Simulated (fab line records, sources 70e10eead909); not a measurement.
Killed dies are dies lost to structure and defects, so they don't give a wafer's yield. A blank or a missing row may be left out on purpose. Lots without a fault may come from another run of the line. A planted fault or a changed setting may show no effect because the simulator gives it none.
fab line records | flow nand_harc | part 1 of 2: steps 1 to 4 of 6
record lots=23 wafers=69 last_day=34
route steps=1302 shown A_STAIRCASE@705
lots that met no fault: from a run of the same line without faults
start_h: hours from the record's first day to the start of the lot's first wafer shown | wait_h: hours since the lot's step before | " the same as in the row above | L1.1+2: a row that stands for several wafers | - no value, or no start given | * or withheld: withheld | < > ~ a bound
route shown NAME@n: a module of which the file shows steps, and the number in the route of the first | usual: mean/standard deviation of fault-free wafers | same: alike in all rows | chamber/n: place in a boat | sites: the reading at each site | _std_site: their standard deviation | _edge_site: outer sites' mean less inner sites' | radius_mm: how far each site lies from the wafer's centre | mask NAME#n: copy n | behind: the tool/chamber that last shaped the wafer | hold: why the lot was held/for how many hours/how that ended | device: the transistor (n, p or np) that didn't switch | end of line: the same wafers' tests at the end of the route | a step without rows: its recipe alone | killed: dies lost to structure and defects at the first sort, not the wafer's yield | map: a wafer's dies, x killed, . not, _ none there
set.NAME: the setting as run; set.NAME@STEP: as run at that earlier step | model.NAME: the simulator's own value behind a step, which no gauge read
steps of the route over a sample of lots; a table a step, a row a wafer
services: from which hour (start_h, from the record's first day; less than 0 if before it) a tool's chamber was out of use, for how many hours, and why
## steps
# step NHARC_A_STAIRCASE_TRIM_191
# recipe time_s=211.2 o2_flow_sccm=500 ar_flow_sccm=0 bias_w=0 chemistry=O2
# usual drypump_motor_current_A=5.8/0.44 oes_product_au=1.003/0.01 rf_vpp_V=57.9/0.97 showerhead_plenum_p_Torr=3.49/0.16 throttle_valve_pct=17.036/0.0094
# columns lot.wafer tool chamber start_h wait_h drypump_motor_current_A oes_product_au rf_hours_counter_h rf_vpp_V showerhead_plenum_p_Torr throttle_valve_pct
L075.4 rie_diel-08 0 - - 5.9 0.984 57 58.3 3.75 17.037
L075.5 " 0 " " 5.9 0.986 - 60.2 3.75 17.024
L075.6 " 1 " " 6.6 1.006 - 58.2 3.47 17.049
L074.4 rie_diel-07 0 - - 6.0 0.979 15 56.8 3.32 17.060
L074.2 " 1 " " 5.3 0.983 11 57.8 3.64 17.042
L074.1 " 3 " " 5.4 0.997 15 59.7 3.39 17.035
L077.1 rie_diel-07 2 - - 6.2 0.997 25 58.5 3.79 17.030
L077.3 " 3 " " 5.4 0.994 27 59.0 3.39 17.044
L077.5 " 0 " " 6.0 0.985 - 57.7 3.32 17.049
L079.4 rie_diel-07 0 - - 6.0 0.990 29 56.1 3.32 17.042
L079.2 " 1 " " 5.3 1.006 24 59.0 3.63 17.037
L079.6 " 3 " " 5.5 0.990 - 58.1 3.39 17.054
L078.3 rie_diel-10 2 - - 5.5 1.007 47 57.8 3.33 17.048
L078.5 " 0 " " 5.5 1.012 - 55.9 3.40 17.035
L078.6 " 1 " " 5.4 0.999 - 60.1 3.57 17.040
L080.4 rie_diel-08 2 - - 6.5 1.017 15 58.4 3.66 17.036
L080.5 " 1 " " 6.6 1.017 - 57.8 3.46 17.038
L080.6 " 2 " " 6.5 1.007 - 59.1 3.66 17.051
L081.2 rie_diel-10 3 - - 5.5 1.005 0 56.8 3.36 17.029
L081.4 " 0 " " 5.5 1.005 2 57.3 3.39 17.030
L081.1 " 1 " " 5.3 0.993 2 58.5 3.56 17.039
L082.1 rie_diel-08 1 - - 6.6 1.019 15 57.6 3.46 17.043
L082.3 " 2 " " 6.5 1.014 16 58.5 3.66 17.022
L082.5 " 0 " " 6.0 0.995 - 57.9 3.74 17.034
L083.4 rie_diel-10 0 - - 5.5 1.010 10 57.6 3.39 17.053
L083.3 " 1 " " 5.3 0.997 9 59.2 3.56 17.037
L083.5 " 0 " " 5.5 1.009 - 56.5 3.39 17.033
L084.2 rie_diel-10 0 - - 5.5 1.008 16 56.3 3.39 17.017
L084.4 " 2 " " 5.6 1.012 16 57.3 3.31 17.010
L084.6 " 3 " " 5.5 1.012 - 58.3 3.35 17.036
L086.2 rie_diel-10 0 - - 5.5 1.011 18 57.6 3.39 17.027
L086.1 " 1 " " 5.3 1.000 17 58.4 3.55 17.020
L086.6 " 0 " " 5.5 1.000 - 58.8 3.38 17.028
L085.3 rie_diel-08 1 - - 6.6 1.026 31 57.2 3.45 17.026
L085.6 " 3 " " 5.7 0.998 - 57.5 3.39 17.026
L085.5 " 0 " " 5.9 1.003 - 58.4 3.73 17.030
L087.4 rie_diel-08 0 - - 5.9 1.008 33 58.8 3.73 17.049
L087.2 " 1 " " 6.6 1.035 33 57.6 3.45 17.035
L087.1 " 3 " " 5.7 1.007 34 57.7 3.38 17.033
L088.2 rie_diel-10 0 - - 5.5 1.009 26 58.7 3.38 17.028
L088.5 " 2 " " 5.6 1.017 - 57.2 3.31 17.025
L088.6 " 3 " " 5.4 0.999 - 57.4 3.35 17.044
L089.4 rie_diel-07 1 - - 5.3 1.004 7 56.2 3.62 17.032
L089.1 " 2 " " 6.1 0.986 7 57.2 3.77 17.046
L089.2 " 3 " " 5.4 0.986 6 57.6 3.37 17.035
L091.1 rie_diel-08 1 - - 6.6 1.009 43 58.0 3.45 17.024
L091.2 " 2 " " 6.5 0.999 45 58.7 3.65 17.029
L091.4 " 3 " " 5.7 0.992 44 58.0 3.38 17.037
L090.3 rie_diel-08 3 - - 5.7 0.993 45 59.5 3.38 17.039
L090.5 " 0 " " 6.0 0.999 - 59.2 3.72 17.055
L090.6 " 1 " " 6.6 1.016 - 56.6 3.45 17.024
L093.4 rie_diel-07 0 - - 6.0 1.004 19 57.3 3.30 17.031
L093.6 " 2 " " 6.2 0.996 - 58.0 3.77 17.046
L093.5 " 3 " " 5.4 0.994 - 57.5 3.37 17.016
L092.2 rie_diel-10 3 - - 5.5 1.002 31 57.0 3.34 17.019
L092.3 " 1 " " 5.3 0.996 36 58.1 3.54 17.038
L092.1 " 2 " " 5.6 1.018 35 56.8 3.30 17.044
L094.3 rie_diel-07 0 - - 6.0 1.019 25 57.1 3.29 17.041
L094.5 " 0 " " 6.0 1.011 - 58.4 3.29 17.044
L094.6 " 1 " " 5.3 1.002 - 56.7 3.60 17.039
L095.2 rie_diel-10 2 - - 5.6 1.015 59 56.4 3.29 17.035
L095.1 " 0 " " 5.5 1.009 57 57.4 3.36 17.033
L095.6 " 1 " " 5.3 0.999 - 58.3 3.53 17.024
L096.1 rie_diel-08 2 - - 6.5 0.999 6 59.5 3.64 17.026
L096.2 " 3 " " 5.7 0.989 6 57.0 3.37 17.030
L096.6 " 1 " " 6.6 1.014 - 56.6 3.44 17.024
L097.4 rie_diel-07 1 - - 5.3 1.000 34 58.8 3.60 17.043
L097.3 " 2 " " 6.2 0.989 36 58.1 3.76 17.048
L097.5 " 1 " " 5.3 1.006 - 58.8 3.60 17.040
# step NHARC_A_STAIRCASE_ETCH_194
# recipe target_depth_a=1000 time_s=40.5 ion_energy_ev=400 c4f8_flow_sccm=20 o2_flow_sccm=10 ar_flow_sccm=withheld rf_w=600 bias_w=1000 chemistry=C4F8/O2
# usual oes_product_au=0.946/0.012 rf_vpp_V=894/5.7
# columns lot.wafer tool chamber start_h wait_h oes_product_au rf_hours_counter_h rf_vpp_V
L075.4 rie_diel-08 0 - - 0.926 58 903
L075.5 " 1 " " 0.939 - 894
L075.6 " 2 " " 0.955 - 902
L074.2 rie_diel-07 3 - - 0.937 15 891
L074.1 " 0 " " 0.943 15 889
L074.4 " 1 " " 0.947 11 900
L077.1 rie_diel-07 1 - - 0.936 19 900
L077.3 " 2 " " 0.928 25 906
L077.5 " 0 " " 0.922 - 888
L079.4 rie_diel-07 2 - - 0.929 31 906
L079.2 " 3 " " 0.927 33 891
L079.6 " 1 " " 0.949 - 899
L078.3 rie_diel-10 3 - - 0.935 48 890
L078.6 " 1 " " 0.939 - 898
L078.5 " 2 " " 0.958 - 890
L080.4 rie_diel-08 3 - - 0.935 15 889
L080.5 " 3 " " 0.944 - 891
L080.6 " 0 " " 0.960 - 902
L081.2 rie_diel-10 1 - - 0.937 2 897
L081.4 " 2 " " 0.965 2 889
L081.1 " 3 " " 0.963 0 889
L082.1 rie_diel-08 3 - - 0.953 16 890
L082.3 " 0 " " 0.931 15 904
L082.5 " 3 " " 0.946 - 891
L083.3 rie_diel-10 3 - - 0.954 6 889
L083.4 " 0 " " 0.954 10 890
L083.5 " 3 " " 0.942 - 891
L084.4 rie_diel-10 1 - - 0.919 16 896
L084.2 " 0 " " 0.935 17 892
L084.6 " 2 " " 0.943 - 887
L086.2 rie_diel-10 1 - - 0.925 18 897
L086.1 " 3 " " 0.949 17 889
L086.6 " 0 " " 0.958 - 891
L085.3 rie_diel-08 2 - - 0.951 32 902
L085.5 " 2 " " 0.953 - 900
L085.6 " 3 " " 0.959 - 890
L087.2 rie_diel-08 0 - - 0.954 34 903
L087.1 " 1 " " 0.971 34 893
L087.4 " 2 " " 0.950 35 899
L088.2 rie_diel-10 3 - - 0.958 23 888
L088.5 " 1 " " 0.954 - 897
L088.6 " 2 " " 0.964 - 887
L089.1 rie_diel-07 2 - - 0.939 7 904
L089.2 " 0 " " 0.929 6 887
L089.4 " 1 " " 0.940 7 899
L091.2 rie_diel-08 3 - - 0.952 44 891
L091.1 " 0 " " 0.945 42 903
L091.4 " 1 " " 0.959 43 892
L090.3 rie_diel-08 2 - - 0.957 46 901
L090.5 " 1 " " 0.939 - 894
L090.6 " 2 " " 0.953 - 900
L093.4 rie_diel-07 0 - - 0.943 19 887
L093.6 " 3 " " 0.934 - 890
L093.5 " 0 " " 0.968 - 886
L092.1 rie_diel-10 2 - - 0.945 36 888
L092.3 " 3 " " 0.959 31 889
L092.2 " 0 " " 0.944 35 891
L094.3 rie_diel-07 1 - - 0.939 28 899
L094.6 " 3 " " 0.950 - 890
L094.5 " 0 " " 0.946 - 887
L095.2 rie_diel-10 3 - - 0.954 50 890
L095.1 " 0 " " 0.954 58 890
L095.6 " 3 " " 0.952 - 890
L096.1 rie_diel-08 2 - - 0.941 6 899
L096.2 " 3 " " 0.934 7 891
L096.6 " 0 " " 0.944 - 901
L097.4 rie_diel-07 2 - - 0.946 36 904
L097.3 " 1 " " 0.927 35 898
L097.5 " 3 " " 0.945 - 888
# step NHARC_A_STAIRCASE_TRIM_202
# recipe time_s=211.2 o2_flow_sccm=500 ar_flow_sccm=0 bias_w=0 chemistry=O2
# usual drypump_motor_current_A=5.8/0.42 oes_product_au=1.002/0.011 rf_vpp_V=57.6/0.83 showerhead_plenum_p_Torr=3.48/0.16 throttle_valve_pct=17.037/0.0087
# columns lot.wafer tool chamber start_h wait_h drypump_motor_current_A oes_product_au rf_hours_counter_h rf_vpp_V showerhead_plenum_p_Torr throttle_valve_pct
L075.4 rie_diel-08 1 - - 6.6 1.003 63 56.7 3.47 17.029
L075.6 " 1 " " 6.6 1.003 - 57.3 3.47 17.042
L075.5 " 2 " " 6.5 1.015 - 58.4 3.67 17.049
L074.1 rie_diel-07 3 - - 5.5 0.985 16 56.8 3.39 17.033
L074.4 " 1 " " 5.3 1.002 12 58.3 3.64 17.021
L074.2 " 2 " " 6.2 0.991 16 58.3 3.80 17.033
L077.3 rie_diel-07 3 - - 5.4 0.993 27 57.9 3.39 17.036
L077.1 " 0 " " 6.0 0.988 25 58.0 3.32 17.022
L077.5 " 3 " " 5.5 0.997 - 59.6 3.39 17.032
L079.2 rie_diel-07 0 - - 6.0 0.979 29 56.6 3.32 17.033
L079.4 " 2 " " 6.2 0.986 32 58.2 3.79 17.044
L079.6 " 1 " " 5.3 0.997 - 57.9 3.63 17.038
L078.3 rie_diel-10 1 - - 5.3 1.004 55 58.4 3.57 17.050
L078.5 " 2 " " 5.6 1.005 - 57.1 3.33 17.042
L078.6 " 3 " " 5.5 0.993 - 57.6 3.37 17.048
L080.4 rie_diel-08 1 - - 6.6 1.020 15 57.1 3.46 17.027
L080.6 " 0 " " 6.0 1.007 - 58.0 3.74 17.036
L080.5 " 1 " " 6.6 1.029 - 58.9 3.46 17.042
L081.1 rie_diel-10 0 - - 5.5 1.021 3 57.3 3.39 17.020
L081.2 " 2 " " 5.6 1.005 3 57.4 3.32 17.033
L081.4 " 2 " " 5.5 1.017 - 56.7 3.32 17.036
L082.3 rie_diel-08 3 - - 5.6 1.005 16 56.9 3.39 17.041
L082.1 " 2 " " 6.5 1.017 17 57.3 3.66 17.040
L082.5 " 0 " " 6.0 0.997 - 58.3 3.74 17.032
L083.3 rie_diel-10 2 - - 5.6 1.024 8 57.5 3.32 17.047
L083.4 " 1 " " 5.3 0.998 9 56.4 3.56 17.038
L083.5 " 3 " " 5.5 1.000 - 56.8 3.36 17.027
L084.4 rie_diel-10 1 - - 5.3 1.005 18 58.2 3.55 17.032
L084.2 " 0 " " 5.5 1.020 19 56.2 3.38 17.036
L084.6 " 1 " " 5.3 0.994 - 57.3 3.55 17.026
L086.2 rie_diel-08 0 - - 6.0 1.001 31 58.6 3.73 17.054
L086.1 " 3 " " 5.7 0.990 32 57.1 3.39 17.042
L086.6 " 1 " " 6.6 1.019 - 57.0 3.45 17.048
L085.3 rie_diel-08 1 - - 6.6 1.029 32 56.5 3.45 17.028
L085.6 " 1 " " 6.6 1.010 - 56.9 3.45 17.035
L085.5 " 2 " " 6.5 1.004 - 58.6 3.65 17.069
L087.2 rie_diel-07 0 - - 6.0 1.001 2 56.9 3.30 17.031
L087.4 " 2 " " 6.2 0.997 2 57.4 3.78 17.056
L087.1 " 3 " " 5.4 0.989 2 57.4 3.37 17.022
L088.2 rie_diel-10 0 - - 5.6 1.019 27 57.9 3.38 17.032
L088.5 " 1 " " 5.3 1.010 - 59.2 3.55 17.029
L088.6 " 2 " " 5.6 1.026 - 56.7 3.31 17.033
L089.4 rie_diel-07 3 - - 5.4 0.998 7 57.8 3.37 17.042
L089.2 " 0 " " 6.0 1.014 6 57.3 3.30 17.044
L089.1 " 1 " " 5.3 0.999 7 59.2 3.61 17.040
L091.4 rie_diel-08 2 - - 6.5 1.009 46 59.3 3.65 17.035
L091.2 " 3 " " 5.7 0.989 45 57.3 3.38 17.036
L091.1 " 0 " " 5.9 0.993 42 57.8 3.72 17.027
L090.3 rie_diel-07 3 - - 5.5 0.982 12 57.6 3.37 17.036
L090.6 " 1 " " 5.3 0.999 - 57.6 3.61 17.024
L090.5 " 2 " " 6.2 0.984 - 59.4 3.77 17.031
L093.4 rie_diel-07 1 - - 5.3 0.996 21 58.7 3.61 17.046
L093.5 " 3 " " 5.5 0.994 - 56.2 3.37 17.039
L093.6 " 0 " " 6.0 0.998 - 57.6 3.30 17.039
L092.3 rie_diel-07 3 - - 5.5 0.992 18 57.5 3.36 17.046
L092.2 " 0 " " 6.0 0.998 21 57.9 3.30 17.045
L092.1 " 1 " " 5.3 0.998 23 57.0 3.61 17.044
L094.3 rie_diel-07 0 - - 6.0 1.002 26 56.9 3.29 17.043
L094.5 " 0 " " 6.0 1.012 - 56.9 3.29 17.034
L094.6 " 1 " " 5.3 0.994 - 56.9 3.60 17.044
L095.1 rie_diel-07 0 - - 6.0 1.010 30 57.6 3.29 17.029
L095.2 " 1 " " 5.3 1.003 32 58.9 3.60 17.037
L095.6 " 1 " " 5.3 0.994 - 58.8 3.60 17.052
L096.2 rie_diel-07 3 - - 5.5 0.993 31 55.9 3.36 17.039
L096.1 " 1 " " 5.3 0.999 32 57.2 3.60 17.030
L096.6 " 0 " " 6.0 1.015 - 57.0 3.29 17.051
L097.3 rie_diel-07 3 - - 5.4 0.995 34 56.6 3.36 17.032
L097.4 " 1 " " 5.3 0.982 35 58.2 3.60 17.052
L097.5 " 2 " " 6.2 1.002 - 58.2 3.76 17.030
# step NHARC_A_STAIRCASE_TRIM_220
# recipe time_s=211.2 o2_flow_sccm=500 ar_flow_sccm=0 bias_w=0 chemistry=O2
# usual drypump_motor_current_A=5.7/0.41 oes_product_au=1.002/0.0094 rf_vpp_V=57.7/0.9 showerhead_plenum_p_Torr=3.48/0.15 throttle_valve_pct=17.037/0.0093
# columns lot.wafer tool chamber start_h wait_h drypump_motor_current_A oes_product_au rf_hours_counter_h rf_vpp_V showerhead_plenum_p_Torr throttle_valve_pct
L075.4 rie_diel-10 3 364.54 0.1 5.5 0.993 36 56.9 3.37 17.042
L075.6 " 0 " " 5.5 0.996 - 57.1 3.40 17.048
L075.5 " 1 " " 5.3 0.981 - 56.5 3.57 17.034
L074.2 rie_diel-10 1 367.78 0.1 5.3 0.990 41 58.0 3.57 17.037
L074.1 " 2 " " 5.6 1.008 32 57.6 3.33 17.028
L074.4 " 3 " " 5.4 0.998 36 57.5 3.37 17.031
L077.1 rie_diel-10 2 399.27 0.1 5.6 1.009 45 57.3 3.33 17.045
L077.3 " 3 " " 5.5 1.006 45 56.6 3.37 17.027
L077.5 " 2 " " 5.5 1.017 - 57.3 3.33 17.042
L079.4 rie_diel-07 1 410.47 0.1 5.3 1.003 24 58.0 3.63 17.042
L079.2 " 0 " " 6.0 0.984 29 57.2 3.32 17.036
L079.6 " 2 " " 6.2 0.976 - 59.0 3.79 17.030
L078.3 rie_diel-08 0 411.09 0.1 6.0 0.994 8 57.7 3.74 17.027
L078.6 " 2 " " 6.5 1.019 - 58.4 3.67 17.059
L078.5 " 3 " " 5.7 0.995 - 57.5 3.40 17.016
L080.4 rie_diel-07 2 437.62 0.1 6.1 0.997 39 58.1 3.79 17.038
L080.5 " 2 " " 6.1 0.996 - 59.0 3.79 17.024
L080.6 " 3 " " 5.5 1.002 - 56.9 3.38 17.034
L081.4 rie_diel-08 2 439.87 0.1 6.5 1.003 17 58.9 3.66 17.050
L081.1 " 0 " " 6.0 0.991 16 56.7 3.74 17.041
L081.2 " 1 " " 6.6 1.009 16 57.6 3.46 17.039
L082.1 rie_diel-10 0 442.87 2.9 5.5 1.010 7 57.5 3.39 17.054
L082.3 " 2 " " 5.6 1.013 5 57.7 3.32 17.029
L082.5 " 0 " " 5.5 1.001 - 55.9 3.39 17.035
L083.4 rie_diel-08 2 458.50 0.1 6.5 1.011 24 58.3 3.66 17.032
L083.3 " 3 " " 5.7 1.015 24 56.8 3.39 17.048
L083.5 " 0 " " 6.0 1.013 - 58.4 3.73 17.022
L084.4 rie_diel-10 1 482.48 0.1 5.3 1.005 19 58.1 3.55 17.032
L084.2 " 3 " " 5.5 1.008 17 57.4 3.35 17.050
L084.6 " 1 " " 5.3 1.001 - 57.5 3.55 17.029
L086.2 rie_diel-10 2 483.97 0.1 5.5 1.004 20 56.5 3.31 17.018
L086.1 " 3 " " 5.5 1.014 17 57.8 3.35 17.051
L086.6 " 1 " " 5.3 1.004 - 58.4 3.55 17.051
L085.3 rie_diel-07 3 484.92 0.1 5.5 0.988 1 58.8 3.37 17.046
L085.5 " 3 " " 5.5 0.990 - 56.9 3.37 17.031
L085.6 " 0 " " 6.0 1.002 - 56.1 3.31 17.040
L087.2 rie_diel-10 0 492.36 0.1 5.5 1.004 21 58.0 3.38 17.029
L087.1 " 2 " " 5.6 1.012 21 56.0 3.31 17.034
L087.4 " 3 " " 5.5 1.000 18 58.4 3.35 17.046
L088.2 rie_diel-07 2 513.59 0.1 6.2 1.006 11 58.4 3.77 17.059
L088.6 " 3 " " 5.4 0.993 - 56.8 3.37 17.030
L088.5 " 0 " " 6.0 1.009 - 56.9 3.30 17.034
L089.4 rie_diel-08 2 513.84 0.3 6.5 0.999 43 57.2 3.65 17.043
L089.1 " 3 " " 5.7 0.991 42 58.3 3.38 17.022
L089.2 " 0 " " 6.0 0.997 40 58.9 3.72 17.043
L091.4 rie_diel-07 1 521.53 0.1 5.3 0.997 14 57.9 3.61 17.037
L091.1 " 2 " " 6.2 0.999 14 58.3 3.77 17.049
L091.2 " 0 " " 6.0 1.002 11 57.8 3.30 17.044
L090.3 rie_diel-07 2 523.45 0.1 6.1 0.993 14 59.3 3.77 17.028
L090.6 " 3 " " 5.4 1.002 - 56.4 3.37 17.040
L090.5 " 0 " " 6.0 1.004 - 56.7 3.30 17.029
L093.4 rie_diel-07 1 542.27 0.1 5.3 0.995 22 58.3 3.61 17.046
L093.6 " 0 " " 6.0 0.994 - 58.2 3.30 17.031
L093.5 " 1 " " 5.3 0.991 - 57.5 3.61 17.055
L092.2 rie_diel-10 0 547.11 0.1 5.5 1.013 35 58.4 3.38 17.039
L092.1 " 1 " " 5.3 0.992 36 58.1 3.54 17.038
L092.3 " 2 " " 5.5 1.026 36 56.7 3.30 17.047
L094.3 rie_diel-10 3 571.51 0.1 5.4 0.998 42 56.7 3.34 17.038
L094.5 " 3 " " 5.4 1.005 - 56.6 3.34 17.039
L094.6 " 0 " " 5.5 1.001 - 57.3 3.37 17.043
L095.1 rie_diel-08 3 589.44 0.1 5.7 0.994 7 57.2 3.37 17.048
L095.2 " 1 " " 6.6 1.005 12 58.7 3.44 17.055
L095.6 " 3 " " 5.7 1.000 - 57.2 3.37 17.026
L096.1 rie_diel-07 0 591.99 0.1 6.0 1.019 31 58.7 3.29 17.027
L096.2 " 1 " " 5.3 0.999 33 59.2 3.60 17.052
L096.6 " 2 " " 6.1 1.003 - 58.7 3.76 17.018
L097.4 rie_diel-08 1 597.99 0.1 6.6 1.018 14 58.6 3.43 17.052
L097.3 " 2 " " 6.5 0.995 8 55.9 3.64 17.042
L097.5 " 1 " " 6.6 1.012 - 57.4 3.43 17.029
